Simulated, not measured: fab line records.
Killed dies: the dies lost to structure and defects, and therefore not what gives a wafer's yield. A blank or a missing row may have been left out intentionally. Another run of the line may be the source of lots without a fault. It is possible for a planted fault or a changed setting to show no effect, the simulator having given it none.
What tool caused it? || flow n5-finfet || 20 lots, 60 wafers sampled, at 4 steps of a route of 1938

== WHAT EACH GAUGE READ, for each wafer ==
N5_ILD0_THK_MEAS_08. Usual: 139.0 nm for thk-nm, sd 1.
{"lot": "L074", "measured": "day 3 17:10", "on": "film-metro-02", "thk-nm (nm)": "138.3 137.8 139.0", "flag": ""}
{"lot": "L077", "measured": "day 4 12:09", "on": "film-metro-02", "thk-nm (nm)": "138.7 139.1 138.6", "flag": ""}
{"lot": "L078", "measured": "day 4 18:05", "on": "film-metro-01", "thk-nm (nm)": "137.9 137.2 137.5", "flag": ""}
{"lot": "L079", "measured": "day 4 23:21", "on": "film-metro-02", "thk-nm (nm)": "139.6 138.0 140.1", "flag": ""}
{"lot": "L080", "measured": "day 5 03:19", "on": "film-metro-01", "thk-nm (nm)": "137.8 138.3 139.7", "flag": ""}
{"lot": "L081", "measured": "day 5 13:40", "on": "film-metro-01", "thk-nm (nm)": "139.9 140.5 139.7", "flag": ""}
{"lot": "L082", "measured": "day 5 16:48", "on": "film-metro-01", "thk-nm (nm)": "138.9 139.9 138.2", "flag": ""}
{"lot": "L083", "measured": "day 5 19:50", "on": "film-metro-02", "thk-nm (nm)": "138.1 140.9 140.0", "flag": ""}
{"lot": "L085", "measured": "day 6 06:45", "on": "film-metro-02", "thk-nm (nm)": "139.7 139.5 138.6", "flag": ""}
{"lot": "L086", "measured": "day 6 20:40", "on": "film-metro-01", "thk-nm (nm)": "140.3 140.3 139.0", "flag": ""}
{"lot": "L087", "measured": "day 6 21:14", "on": "film-metro-02", "thk-nm (nm)": "139.8 139.4 141.0", "flag": ""}
{"lot": "L088", "measured": "day 7 04:22", "on": "film-metro-02", "thk-nm (nm)": "138.6 140.1 139.5", "flag": ""}
{"lot": "L089", "measured": "day 7 13:58", "on": "film-metro-02", "thk-nm (nm)": "138.3 137.4 137.3", "flag": ""}
{"lot": "L090", "measured": "day 7 15:10", "on": "film-metro-02", "thk-nm (nm)": "140.0 138.5 138.8", "flag": ""}
{"lot": "L091", "measured": "day 7 23:18", "on": "film-metro-02", "thk-nm (nm)": "138.7 139.0 139.6", "flag": ""}
{"lot": "L092", "measured": "day 8 01:41", "on": "film-metro-02", "thk-nm (nm)": "139.4 138.7 139.1", "flag": ""}
{"lot": "L093", "measured": "day 8 07:40", "on": "film-metro-02", "thk-nm (nm)": "139.0 137.6 138.8", "flag": ""}
{"lot": "L094", "measured": "day 8 13:41", "on": "film-metro-01", "thk-nm (nm)": "139.5 139.6 138.2", "flag": ""}
{"lot": "L096", "measured": "day 9 04:20", "on": "film-metro-01", "thk-nm (nm)": "138.0 137.7 138.1", "flag": ""}
{"lot": "L097", "measured": "day 9 07:20", "on": "film-metro-02", "thk-nm (nm)": "140.5 140.4 139.8", "flag": ""}

== WHAT TOOL EACH LOT RAN ON (gives the tool, then ch and the chambers of the sampled wafers, and finally the start) ==
{"lot": "L074", "N5_FIN_CUT_CUT_ETCH_15": "rie-si-06 ch 0,2,3, day 2 04:15", "N5_DUMMY_GATE_ETCH_31": "rie-diel-05 ch 2,3, day 2 22:35", "N5_ILD0_CMP_07": "cmp-03 ch 0,3, day 3 16:52"}
{"lot": "L077", "N5_FIN_CUT_CUT_ETCH_15": "rie-si-06 ch 0,1,3, day 2 22:25", "N5_DUMMY_GATE_ETCH_31": "rie-diel-04 ch 0,1,2, day 3 18:52", "N5_ILD0_CMP_07": "cmp-04 ch 0,3, day 4 11:51"}
{"lot": "L078", "N5_FIN_CUT_CUT_ETCH_15": "rie-si-06 ch 0,2,3, day 3 06:25", "N5_DUMMY_GATE_ETCH_31": "rie-diel-04 ch 0,3, day 4 01:35", "N5_ILD0_CMP_07": "cmp-03 ch 1,2,3, day 4 17:47"}
{"lot": "L079", "N5_FIN_CUT_CUT_ETCH_15": "rie-si-01 ch 0,2,3, day 3 10:25", "N5_DUMMY_GATE_ETCH_31": "rie-diel-04 ch 0,1,3, day 4 07:28", "N5_ILD0_CMP_07": "cmp-04 ch 1,2,3, day 4 23:05"}
{"lot": "L080", "N5_FIN_CUT_CUT_ETCH_15": "rie-si-01 ch 1,2,3, day 3 15:35", "N5_DUMMY_GATE_ETCH_31": "rie-diel-02 ch 1,2,3, day 4 11:25", "N5_ILD0_CMP_07": "cmp-04 ch 1,2,3, day 5 03:01"}
{"lot": "L081", "N5_FIN_CUT_CUT_ETCH_15": "rie-si-03 ch 0,1,2, day 4 01:43", "N5_DUMMY_GATE_ETCH_31": "rie-diel-05 ch 1,3, day 4 20:36", "N5_ILD0_CMP_07": "cmp-01 ch 1,2,3, day 5 13:11"}
{"lot": "L082", "N5_FIN_CUT_CUT_ETCH_15": "rie-si-01 ch 0,1, day 4 07:25", "N5_DUMMY_GATE_ETCH_31": "rie-diel-04 ch 0,1,3, day 5 02:17", "N5_ILD0_CMP_07": "cmp-03 ch 0,2,3, day 5 16:27"}
{"lot": "L083", "N5_FIN_CUT_CUT_ETCH_15": "rie-si-06 ch 0,1, day 4 10:21", "N5_DUMMY_GATE_ETCH_31": "rie-diel-04 ch 0,3, day 5 05:47", "N5_ILD0_CMP_07": "cmp-01 ch 0,1,2, day 5 19:37"}
{"lot": "L085", "N5_FIN_CUT_CUT_ETCH_15": "rie-si-03 ch 0,3, day 4 22:16", "N5_DUMMY_GATE_ETCH_31": "rie-diel-05 ch 0,1,3, day 5 16:36", "N5_ILD0_CMP_07": "cmp-03 ch 1,2, day 6 06:27"}
{"lot": "L086", "N5_FIN_CUT_CUT_ETCH_15": "rie-si-06 ch 1,3, day 5 06:10", "N5_DUMMY_GATE_ETCH_31": "rie-diel-04 ch 0,1, day 6 04:30", "N5_ILD0_CMP_07": "cmp-04 ch 0,1,3, day 6 20:24"}
{"lot": "L087", "N5_FIN_CUT_CUT_ETCH_15": "rie-si-03 ch 1,2,3, day 5 11:14", "N5_DUMMY_GATE_ETCH_31": "rie-diel-05 ch 2,3, day 6 06:33", "N5_ILD0_CMP_07": "cmp-03 ch 1,3, day 6 20:59"}
{"lot": "L088", "N5_FIN_CUT_CUT_ETCH_15": "rie-si-01 ch 1,2, day 5 16:42", "N5_DUMMY_GATE_ETCH_31": "rie-diel-05 ch 0,2, day 6 14:19", "N5_ILD0_CMP_07": "cmp-03 ch 1,2,3, day 7 04:09"}
{"lot": "L089", "N5_FIN_CUT_CUT_ETCH_15": "rie-si-01 ch 0,2,3, day 5 22:55", "N5_DUMMY_GATE_ETCH_31": "rie-diel-05 ch 0,2,3, day 6 23:49", "N5_ILD0_CMP_07": "cmp-01 ch 0,1,2, day 7 13:43"}
{"lot": "L090", "N5_FIN_CUT_CUT_ETCH_15": "rie-si-03 ch 0,2,3, day 6 06:45", "N5_DUMMY_GATE_ETCH_31": "rie-diel-04 ch 0,2, day 7 00:57", "N5_ILD0_CMP_07": "cmp-03 ch 0,2,3, day 7 14:52"}
{"lot": "L091", "N5_FIN_CUT_CUT_ETCH_15": "rie-si-06 ch 1,2,3, day 6 11:09", "N5_DUMMY_GATE_ETCH_31": "rie-diel-02 ch 1,2,3, day 7 08:45", "N5_ILD0_CMP_07": "cmp-01 ch 0,1,2, day 7 23:00"}
{"lot": "L092", "N5_FIN_CUT_CUT_ETCH_15": "rie-si-01 ch 0,1,3, day 6 16:44", "N5_DUMMY_GATE_ETCH_31": "rie-diel-05 ch 1,2,3, day 7 11:24", "N5_ILD0_CMP_07": "cmp-03 ch 1,2,3, day 8 01:23"}
{"lot": "L093", "N5_FIN_CUT_CUT_ETCH_15": "rie-si-01 ch 0,1, day 6 21:31", "N5_DUMMY_GATE_ETCH_31": "rie-diel-05 ch 0,1,2, day 7 16:26", "N5_ILD0_CMP_07": "cmp-04 ch 0,1, day 8 07:22"}
{"lot": "L094", "N5_FIN_CUT_CUT_ETCH_15": "rie-si-03 ch 0,3, day 7 03:33", "N5_DUMMY_GATE_ETCH_31": "rie-diel-04 ch 1,2,3, day 7 23:31", "N5_ILD0_CMP_07": "cmp-01 ch 2,3, day 8 13:24"}
{"lot": "L096", "N5_FIN_CUT_CUT_ETCH_15": "rie-si-06 ch 0,2,3, day 7 15:23", "N5_DUMMY_GATE_ETCH_31": "rie-diel-02 ch 0,2, day 8 09:39", "N5_ILD0_CMP_07": "cmp-04 ch 0,1,2, day 9 04:05"}
{"lot": "L097", "N5_FIN_CUT_CUT_ETCH_15": "rie-si-03 ch 0,2,3, day 7 22:31", "N5_DUMMY_GATE_ETCH_31": "rie-diel-02 ch 2,3, day 8 16:40", "N5_ILD0_CMP_07": "cmp-03 ch 0,2,3, day 9 07:07"}
- N5_FIN_CUT_CUT_ETCH_15: etches Si in HBr/Cl2/O2, target depth 100 nm, bt time 10 s, time 42.4 s.
- N5_DUMMY_GATE_ETCH_31: etches SiO2 in C4F6/O2, target depth 82.5 nm, time 27.5 s.
- N5_ILD0_CMP_07: polishes SiO2 flowable, stops on poly-Si, t overpolish 1.18 s, target thk 138.88 nm.

== AS READ BY THE TOOLS THEMSELVES (means over the sampled wafers that have a number; for cases with no such wafer, the mark the record gives instead) ==
N5_FIN_CUT_CUT_ETCH_15. Usual: O2_flow_sccm 12.00 sccm, standard deviation 0.038; chamber-pressure-mTorr 10.001 mTorr, standard deviation 0.013; drypump-motor-current-A 5.5 A, standard deviation 0.48; mfc-cl2-sccm 80.01 sccm, standard deviation 0.24; oes-product-au 0.994 a.u., standard deviation 0.015; throttle-valve-pct 37.4 %, standard deviation 0.32.
{"lot": "L074", "tool": "rie-si-06", "O2_flow_sccm (sccm)": 12.00, "chamber-pressure-mTorr (mTorr)": 9.992, "drypump-motor-current-A (A)": 5.8, "mfc-cl2-sccm (sccm)": 80.05, "oes-product-au (a.u.)": 0.993, "throttle-valve-pct (%)": 37.3, "flag": ""}
{"lot": "L077", "tool": "rie-si-06", "O2_flow_sccm (sccm)": 12.00, "chamber-pressure-mTorr (mTorr)": 9.994, "drypump-motor-current-A (A)": 5.2, "mfc-cl2-sccm (sccm)": 79.83, "oes-product-au (a.u.)": 0.986, "throttle-valve-pct (%)": 37.7, "flag": ""}
{"lot": "L078", "tool": "rie-si-06", "O2_flow_sccm (sccm)": 11.98, "chamber-pressure-mTorr (mTorr)": 9.997, "drypump-motor-current-A (A)": 5.8, "mfc-cl2-sccm (sccm)": 80.04, "oes-product-au (a.u.)": 0.986, "throttle-valve-pct (%)": 37.3, "flag": ""}
{"lot": "L079", "tool": "rie-si-01", "O2_flow_sccm (sccm)": 11.98, "chamber-pressure-mTorr (mTorr)": 9.998, "drypump-motor-current-A (A)": 5.5, "mfc-cl2-sccm (sccm)": 80.02, "oes-product-au (a.u.)": 1.000, "throttle-valve-pct (%)": 37.5, "flag": ""}
{"lot": "L080", "tool": "rie-si-01", "O2_flow_sccm (sccm)": 12.01, "chamber-pressure-mTorr (mTorr)": 9.998, "drypump-motor-current-A (A)": 5.8, "mfc-cl2-sccm (sccm)": 80.02, "oes-product-au (a.u.)": 0.992, "throttle-valve-pct (%)": 37.5, "flag": ""}
{"lot": "L081", "tool": "rie-si-03", "O2_flow_sccm (sccm)": 11.98, "chamber-pressure-mTorr (mTorr)": 9.994, "drypump-motor-current-A (A)": 5.4, "mfc-cl2-sccm (sccm)": 80.12, "oes-product-au (a.u.)": 1.001, "throttle-valve-pct (%)": 37.3, "flag": ""}
{"lot": "L082", "tool": "rie-si-01", "O2_flow_sccm (sccm)": 11.98, "chamber-pressure-mTorr (mTorr)": 9.998, "drypump-motor-current-A (A)": 5.4, "mfc-cl2-sccm (sccm)": 80.28, "oes-product-au (a.u.)": 0.985, "throttle-valve-pct (%)": 37.4, "flag": ""}
{"lot": "L083", "tool": "rie-si-06", "O2_flow_sccm (sccm)": 12.03, "chamber-pressure-mTorr (mTorr)": 9.999, "drypump-motor-current-A (A)": 5.2, "mfc-cl2-sccm (sccm)": 80.13, "oes-product-au (a.u.)": 1.002, "throttle-valve-pct (%)": 37.5, "flag": ""}
{"lot": "L085", "tool": "rie-si-03", "O2_flow_sccm (sccm)": 11.99, "chamber-pressure-mTorr (mTorr)": 9.998, "drypump-motor-current-A (A)": 5.4, "mfc-cl2-sccm (sccm)": 80.13, "oes-product-au (a.u.)": 0.996, "throttle-valve-pct (%)": 37.2, "flag": ""}
{"lot": "L086", "tool": "rie-si-06", "O2_flow_sccm (sccm)": 11.98, "chamber-pressure-mTorr (mTorr)": 10.001, "drypump-motor-current-A (A)": 5.3, "mfc-cl2-sccm (sccm)": 80.05, "oes-product-au (a.u.)": 0.979, "throttle-valve-pct (%)": 37.8, "flag": ""}
{"lot": "L087", "tool": "rie-si-03", "O2_flow_sccm (sccm)": 11.98, "chamber-pressure-mTorr (mTorr)": 10.032, "drypump-motor-current-A (A)": 5.7, "mfc-cl2-sccm (sccm)": 80.19, "oes-product-au (a.u.)": 0.997, "throttle-valve-pct (%)": 37.3, "flag": ""}
{"lot": "L088", "tool": "rie-si-01", "O2_flow_sccm (sccm)": 12.00, "chamber-pressure-mTorr (mTorr)": 9.987, "drypump-motor-current-A (A)": 5.7, "mfc-cl2-sccm (sccm)": 80.03, "oes-product-au (a.u.)": 0.984, "throttle-valve-pct (%)": 37.5, "flag": ""}
{"lot": "L089", "tool": "rie-si-01", "O2_flow_sccm (sccm)": 12.03, "chamber-pressure-mTorr (mTorr)": 10.008, "drypump-motor-current-A (A)": 5.6, "mfc-cl2-sccm (sccm)": 80.17, "oes-product-au (a.u.)": 1.001, "throttle-valve-pct (%)": 37.5, "flag": ""}
{"lot": "L090", "tool": "rie-si-03", "O2_flow_sccm (sccm)": 12.00, "chamber-pressure-mTorr (mTorr)": 9.990, "drypump-motor-current-A (A)": 5.4, "mfc-cl2-sccm (sccm)": 79.93, "oes-product-au (a.u.)": 1.004, "throttle-valve-pct (%)": 37.1, "flag": ""}
{"lot": "L091", "tool": "rie-si-06", "O2_flow_sccm (sccm)": 12.00, "chamber-pressure-mTorr (mTorr)": 10.006, "drypump-motor-current-A (A)": 5.6, "mfc-cl2-sccm (sccm)": 80.03, "oes-product-au (a.u.)": 0.986, "throttle-valve-pct (%)": 37.5, "flag": ""}
{"lot": "L092", "tool": "rie-si-01", "O2_flow_sccm (sccm)": 11.96, "chamber-pressure-mTorr (mTorr)": 10.012, "drypump-motor-current-A (A)": 5.5, "mfc-cl2-sccm (sccm)": 79.96, "oes-product-au (a.u.)": 0.984, "throttle-valve-pct (%)": 37.4, "flag": ""}
{"lot": "L093", "tool": "rie-si-01", "O2_flow_sccm (sccm)": 11.99, "chamber-pressure-mTorr (mTorr)": 10.002, "drypump-motor-current-A (A)": 5.2, "mfc-cl2-sccm (sccm)": 80.01, "oes-product-au (a.u.)": 0.994, "throttle-valve-pct (%)": 37.4, "flag": ""}
{"lot": "L094", "tool": "rie-si-03", "O2_flow_sccm (sccm)": 12.01, "chamber-pressure-mTorr (mTorr)": 9.991, "drypump-motor-current-A (A)": 5.4, "mfc-cl2-sccm (sccm)": 79.92, "oes-product-au (a.u.)": 0.989, "throttle-valve-pct (%)": 37.3, "flag": ""}
{"lot": "L096", "tool": "rie-si-06", "O2_flow_sccm (sccm)": 11.98, "chamber-pressure-mTorr (mTorr)": 10.005, "drypump-motor-current-A (A)": 5.8, "mfc-cl2-sccm (sccm)": 80.20, "oes-product-au (a.u.)": 0.983, "throttle-valve-pct (%)": 37.3, "flag": ""}
{"lot": "L097", "tool": "rie-si-03", "O2_flow_sccm (sccm)": 11.94, "chamber-pressure-mTorr (mTorr)": 10.003, "drypump-motor-current-A (A)": 5.4, "mfc-cl2-sccm (sccm)": 79.72, "oes-product-au (a.u.)": 1.010, "throttle-valve-pct (%)": 37.1, "flag": ""}

N5_DUMMY_GATE_ETCH_31. Usual: C4F6_flow_sccm 10.001 sccm, standard deviation 0.029; O2_flow_sccm 10.001 sccm, standard deviation 0.027; chamber-pressure-mTorr 29.998 mTorr, standard deviation 0.029; drypump-motor-current-A 5.8 A, standard deviation 0.49; oes-product-au 0.76 a.u., standard deviation 0.083; rf-vpp-V 662 V, standard deviation 16; showerhead-plenum-p-Torr 2.84 Torr, standard deviation 0.096; throttle-valve-pct 21.15 %, standard deviation 0.21.
{"lot": "L074", "tool": "rie-diel-05", "C4F6_flow_sccm (sccm)": 10.031, "O2_flow_sccm (sccm)": 9.991, "chamber-pressure-mTorr (mTorr)": 30.005, "drypump-motor-current-A (A)": 6.4, "oes-product-au (a.u.)": 0.78, "rf-vpp-V (V)": 662, "showerhead-plenum-p-Torr (Torr)": 2.78, "throttle-valve-pct (%)": 21.09, "flag": ""}
{"lot": "L077", "tool": "rie-diel-04", "C4F6_flow_sccm (sccm)": 9.988, "O2_flow_sccm (sccm)": 9.987, "chamber-pressure-mTorr (mTorr)": 29.998, "drypump-motor-current-A (A)": 5.5, "oes-product-au (a.u.)": 0.70, "rf-vpp-V (V)": 676, "showerhead-plenum-p-Torr (Torr)": 2.94, "throttle-valve-pct (%)": 21.28, "flag": ""}
{"lot": "L078", "tool": "rie-diel-04", "C4F6_flow_sccm (sccm)": 9.996, "O2_flow_sccm (sccm)": 9.976, "chamber-pressure-mTorr (mTorr)": 29.967, "drypump-motor-current-A (A)": 5.4, "oes-product-au (a.u.)": 0.68, "rf-vpp-V (V)": 678, "showerhead-plenum-p-Torr (Torr)": 2.85, "throttle-valve-pct (%)": 21.37, "flag": ""}
{"lot": "L079", "tool": "rie-diel-04", "C4F6_flow_sccm (sccm)": 9.977, "O2_flow_sccm (sccm)": 10.003, "chamber-pressure-mTorr (mTorr)": 29.982, "drypump-motor-current-A (A)": 5.4, "oes-product-au (a.u.)": 0.69, "rf-vpp-V (V)": 666, "showerhead-plenum-p-Torr (Torr)": 2.85, "throttle-valve-pct (%)": 21.22, "flag": ""}
{"lot": "L080", "tool": "rie-diel-02", "C4F6_flow_sccm (sccm)": 9.982, "O2_flow_sccm (sccm)": 9.977, "chamber-pressure-mTorr (mTorr)": 29.996, "drypump-motor-current-A (A)": 6.5, "oes-product-au (a.u.)": 0.79, "rf-vpp-V (V)": 662, "showerhead-plenum-p-Torr (Torr)": 2.86, "throttle-valve-pct (%)": 21.39, "flag": ""}
{"lot": "L081", "tool": "rie-diel-05", "C4F6_flow_sccm (sccm)": 9.999, "O2_flow_sccm (sccm)": 10.020, "chamber-pressure-mTorr (mTorr)": 30.003, "drypump-motor-current-A (A)": 5.9, "oes-product-au (a.u.)": 0.81, "rf-vpp-V (V)": 653, "showerhead-plenum-p-Torr (Torr)": 2.76, "throttle-valve-pct (%)": 21.00, "flag": ""}
{"lot": "L082", "tool": "rie-diel-04", "C4F6_flow_sccm (sccm)": 10.001, "O2_flow_sccm (sccm)": 9.981, "chamber-pressure-mTorr (mTorr)": 30.015, "drypump-motor-current-A (A)": 5.4, "oes-product-au (a.u.)": 0.69, "rf-vpp-V (V)": 667, "showerhead-plenum-p-Torr (Torr)": 2.85, "throttle-valve-pct (%)": 21.22, "flag": ""}
{"lot": "L083", "tool": "rie-diel-04", "C4F6_flow_sccm (sccm)": 10.038, "O2_flow_sccm (sccm)": 10.001, "chamber-pressure-mTorr (mTorr)": 30.015, "drypump-motor-current-A (A)": 5.5, "oes-product-au (a.u.)": 0.68, "rf-vpp-V (V)": 656, "showerhead-plenum-p-Torr (Torr)": 2.77, "throttle-valve-pct (%)": 21.20, "flag": ""}
{"lot": "L085", "tool": "rie-diel-05", "C4F6_flow_sccm (sccm)": 10.028, "O2_flow_sccm (sccm)": 9.949, "chamber-pressure-mTorr (mTorr)": 29.957, "drypump-motor-current-A (A)": 5.8, "oes-product-au (a.u.)": 0.78, "rf-vpp-V (V)": 658, "showerhead-plenum-p-Torr (Torr)": 2.81, "throttle-valve-pct (%)": 21.00, "flag": ""}
{"lot": "L086", "tool": "rie-diel-04", "C4F6_flow_sccm (sccm)": 10.008, "O2_flow_sccm (sccm)": 9.997, "chamber-pressure-mTorr (mTorr)": 30.001, "drypump-motor-current-A (A)": 5.4, "oes-product-au (a.u.)": 0.69, "rf-vpp-V (V)": 677, "showerhead-plenum-p-Torr (Torr)": 2.93, "throttle-valve-pct (%)": 21.26, "flag": ""}
{"lot": "L087", "tool": "rie-diel-05", "C4F6_flow_sccm (sccm)": 9.974, "O2_flow_sccm (sccm)": 10.017, "chamber-pressure-mTorr (mTorr)": 29.986, "drypump-motor-current-A (A)": 6.4, "oes-product-au (a.u.)": 0.86, "rf-vpp-V (V)": 662, "showerhead-plenum-p-Torr (Torr)": 2.77, "throttle-valve-pct (%)": 21.01, "flag": ""}
{"lot": "L088", "tool": "rie-diel-05", "C4F6_flow_sccm (sccm)": 9.978, "O2_flow_sccm (sccm)": 9.982, "chamber-pressure-mTorr (mTorr)": 29.995, "drypump-motor-current-A (A)": 6.1, "oes-product-au (a.u.)": 0.86, "rf-vpp-V (V)": 652, "showerhead-plenum-p-Torr (Torr)": 2.85, "throttle-valve-pct (%)": 21.09, "flag": ""}
{"lot": "L089", "tool": "rie-diel-05", "C4F6_flow_sccm (sccm)": 9.998, "O2_flow_sccm (sccm)": 10.036, "chamber-pressure-mTorr (mTorr)": 29.994, "drypump-motor-current-A (A)": 6.1, "oes-product-au (a.u.)": 0.81, "rf-vpp-V (V)": 659, "showerhead-plenum-p-Torr (Torr)": 2.83, "throttle-valve-pct (%)": 21.04, "flag": ""}
{"lot": "L090", "tool": "rie-diel-04", "C4F6_flow_sccm (sccm)": 10.006, "O2_flow_sccm (sccm)": 9.989, "chamber-pressure-mTorr (mTorr)": 30.017, "drypump-motor-current-A (A)": 5.5, "oes-product-au (a.u.)": 0.68, "rf-vpp-V (V)": 688, "showerhead-plenum-p-Torr (Torr)": 2.92, "throttle-valve-pct (%)": 21.48, "flag": ""}
{"lot": "L091", "tool": "rie-diel-02", "C4F6_flow_sccm (sccm)": 9.986, "O2_flow_sccm (sccm)": 10.011, "chamber-pressure-mTorr (mTorr)": 30.003, "drypump-motor-current-A (A)": 6.5, "oes-product-au (a.u.)": 0.76, "rf-vpp-V (V)": 661, "showerhead-plenum-p-Torr (Torr)": 2.85, "throttle-valve-pct (%)": 21.43, "flag": ""}
{"lot": "L092", "tool": "rie-diel-05", "C4F6_flow_sccm (sccm)": 10.033, "O2_flow_sccm (sccm)": 9.998, "chamber-pressure-mTorr (mTorr)": 29.997, "drypump-motor-current-A (A)": 6.2, "oes-product-au (a.u.)": 0.83, "rf-vpp-V (V)": 654, "showerhead-plenum-p-Torr (Torr)": 2.76, "throttle-valve-pct (%)": 21.04, "flag": ""}
{"lot": "L093", "tool": "rie-diel-05", "C4F6_flow_sccm (sccm)": 9.997, "O2_flow_sccm (sccm)": 10.009, "chamber-pressure-mTorr (mTorr)": 29.971, "drypump-motor-current-A (A)": 5.9, "oes-product-au (a.u.)": 0.79, "rf-vpp-V (V)": 652, "showerhead-plenum-p-Torr (Torr)": 2.83, "throttle-valve-pct (%)": 21.07, "flag": ""}
{"lot": "L094", "tool": "rie-diel-04", "C4F6_flow_sccm (sccm)": 10.002, "O2_flow_sccm (sccm)": 10.021, "chamber-pressure-mTorr (mTorr)": 30.014, "drypump-motor-current-A (A)": 5.5, "oes-product-au (a.u.)": 0.78, "rf-vpp-V (V)": 659, "showerhead-plenum-p-Torr (Torr)": 2.97, "throttle-valve-pct (%)": 21.03, "flag": ""}
{"lot": "L096", "tool": "rie-diel-02", "C4F6_flow_sccm (sccm)": 9.976, "O2_flow_sccm (sccm)": 9.999, "chamber-pressure-mTorr (mTorr)": 29.984, "drypump-motor-current-A (A)": 5.7, "oes-product-au (a.u.)": 0.72, "rf-vpp-V (V)": 654, "showerhead-plenum-p-Torr (Torr)": 2.73, "throttle-valve-pct (%)": 21.24, "flag": ""}
{"lot": "L097", "tool": "rie-diel-02", "C4F6_flow_sccm (sccm)": 10.004, "O2_flow_sccm (sccm)": 10.026, "chamber-pressure-mTorr (mTorr)": 29.996, "drypump-motor-current-A (A)": 6.6, "oes-product-au (a.u.)": 0.78, "rf-vpp-V (V)": 659, "showerhead-plenum-p-Torr (Torr)": 2.86, "throttle-valve-pct (%)": 21.33, "flag": ""}

N5_ILD0_CMP_07. Usual: motor-current-A 12.5 A, standard deviation 0.93; slurry-filter-dp-kPa 13.52 kPa, standard deviation 0.13; slurry-flow-ml-min 150.1, standard deviation 0.49.
{"lot": "L074", "tool": "cmp-03", "motor-current-A (A)": 11.7, "slurry-filter-dp-kPa (kPa)": 13.56, "slurry-flow-ml-min": 150.1, "flag": ""}
{"lot": "L077", "tool": "cmp-04", "motor-current-A (A)": 12.7, "slurry-filter-dp-kPa (kPa)": 13.49, "slurry-flow-ml-min": 150.3, "flag": ""}
{"lot": "L078", "tool": "cmp-03", "motor-current-A (A)": 13.0, "slurry-filter-dp-kPa (kPa)": 13.56, "slurry-flow-ml-min": 149.9, "flag": ""}
{"lot": "L079", "tool": "cmp-04", "motor-current-A (A)": 12.5, "slurry-filter-dp-kPa (kPa)": 13.54, "slurry-flow-ml-min": 150.0, "flag": ""}
{"lot": "L080", "tool": "cmp-04", "motor-current-A (A)": 11.9, "slurry-filter-dp-kPa (kPa)": 13.63, "slurry-flow-ml-min": 150.1, "flag": ""}
{"lot": "L081", "tool": "cmp-01", "motor-current-A (A)": 12.5, "slurry-filter-dp-kPa (kPa)": 13.51, "slurry-flow-ml-min": 150.6, "flag": ""}
{"lot": "L082", "tool": "cmp-03", "motor-current-A (A)": 12.3, "slurry-filter-dp-kPa (kPa)": 13.42, "slurry-flow-ml-min": 149.8, "flag": ""}
{"lot": "L083", "tool": "cmp-01", "motor-current-A (A)": 12.6, "slurry-filter-dp-kPa (kPa)": 13.57, "slurry-flow-ml-min": 150.4, "flag": ""}
{"lot": "L085", "tool": "cmp-03", "motor-current-A (A)": 13.6, "slurry-filter-dp-kPa (kPa)": 13.59, "slurry-flow-ml-min": 150.5, "flag": ""}
{"lot": "L086", "tool": "cmp-04", "motor-current-A (A)": 12.2, "slurry-filter-dp-kPa (kPa)": 13.36, "slurry-flow-ml-min": 149.9, "flag": ""}
{"lot": "L087", "tool": "cmp-03", "motor-current-A (A)": 12.5, "slurry-filter-dp-kPa (kPa)": 13.55, "slurry-flow-ml-min": 150.2, "flag": ""}
{"lot": "L088", "tool": "cmp-03", "motor-current-A (A)": 13.1, "slurry-filter-dp-kPa (kPa)": 13.42, "slurry-flow-ml-min": 149.9, "flag": ""}
{"lot": "L089", "tool": "cmp-01", "motor-current-A (A)": 12.9, "slurry-filter-dp-kPa (kPa)": 13.50, "slurry-flow-ml-min": 150.1, "flag": ""}
{"lot": "L090", "tool": "cmp-03", "motor-current-A (A)": 12.1, "slurry-filter-dp-kPa (kPa)": 13.53, "slurry-flow-ml-min": 149.9, "flag": ""}
{"lot": "L091", "tool": "cmp-01", "motor-current-A (A)": 12.4, "slurry-filter-dp-kPa (kPa)": 13.46, "slurry-flow-ml-min": 149.7, "flag": ""}
{"lot": "L092", "tool": "cmp-03", "motor-current-A (A)": 13.0, "slurry-filter-dp-kPa (kPa)": 13.48, "slurry-flow-ml-min": 149.9, "flag": ""}
{"lot": "L093", "tool": "cmp-04", "motor-current-A (A)": 12.3, "slurry-filter-dp-kPa (kPa)": 13.47, "slurry-flow-ml-min": 150.4, "flag": ""}
{"lot": "L094", "tool": "cmp-01", "motor-current-A (A)": 11.4, "slurry-filter-dp-kPa (kPa)": 13.46, "slurry-flow-ml-min": 149.7, "flag": ""}
{"lot": "L096", "tool": "cmp-04", "motor-current-A (A)": 12.8, "slurry-filter-dp-kPa (kPa)": 13.45, "slurry-flow-ml-min": 149.8, "flag": ""}
{"lot": "L097", "tool": "cmp-03", "motor-current-A (A)": 12.5, "slurry-filter-dp-kPa (kPa)": 13.55, "slurry-flow-ml-min": 149.7, "flag": ""}

== THE ANSWER, worked out from the rows above alone ==
Rule: lot off if the mean of its wafers having a number is beyond 3 standard deviations from the usual mean. Also off: a lot with no number at a reading for which 4 or more lots have one. Where the step has rows for the other lots, those lots are counted as sound. The gauges are gone through in route order, then the tools' own readings, and for those a lot's mean is taken as printed above. The first step at which some lot is off is used, and at that step the reading that is off furthest; a lot without a number counts as furthest.
No lot is off on any of the readings shown, so nothing can be concluded from this.

== WHAT THE SIMULATOR HAD PUT IN ==
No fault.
